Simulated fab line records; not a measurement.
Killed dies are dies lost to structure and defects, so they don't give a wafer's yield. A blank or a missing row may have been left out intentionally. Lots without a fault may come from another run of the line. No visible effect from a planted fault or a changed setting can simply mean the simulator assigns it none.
Matching of chambers ; flow n5 finfet ; ald sin-03 running N5_MOL_CONTACT_COAG_ALD_133: 4 sister chambers
The step deposits SiO2, target thk 5 nm, pulse time 1 s, co reactant pulse time 1 s. 4 wafers are shown with their chamber, then 7 later ones without.

EACH WAFER AND ITS CHAMBER
wafer;chamber;heater power w (W)
L082.4;3;66
L082.5;1;74
L083.2;2;84
L083.4;0;82

WAFERS WITH NO CHAMBER GIVEN
wafer;heater power w (W)
L083.6;82
L084.2;80
L084.5;74
L084.6;83
L085.2;84
L085.5;83
L085.6;74

WHICH CHAMBER EACH WENT THROUGH
wafer;from the rows above;in truth
L083.6;0;0
L084.2;0;0
L084.5;1;1
L084.6;can't be placed: 0 or 2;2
L085.2;2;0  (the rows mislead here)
L085.5;can't be placed: 0 or 2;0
L085.6;1;1
4 of 7 placed correctly. From these rows, 2 cannot be placed; in 2 the true chamber is one of the candidates. Placed wrongly: 1.
How it was worked out, from the rows above alone: a wafer's distance from a chamber is the root of the sum, over the readings, of the square of ((its reading less the chamber's mean) divided by the reading's scatter). The wafer belongs to the nearest chamber; if the next one is less than 2 further off, it can't be placed. The mean given for a chamber averages the wafers shown for that chamber. The scatter: with one shown wafer a chamber, the root of the mean of the squares of how far each hidden wafer lies from its nearest shown one.
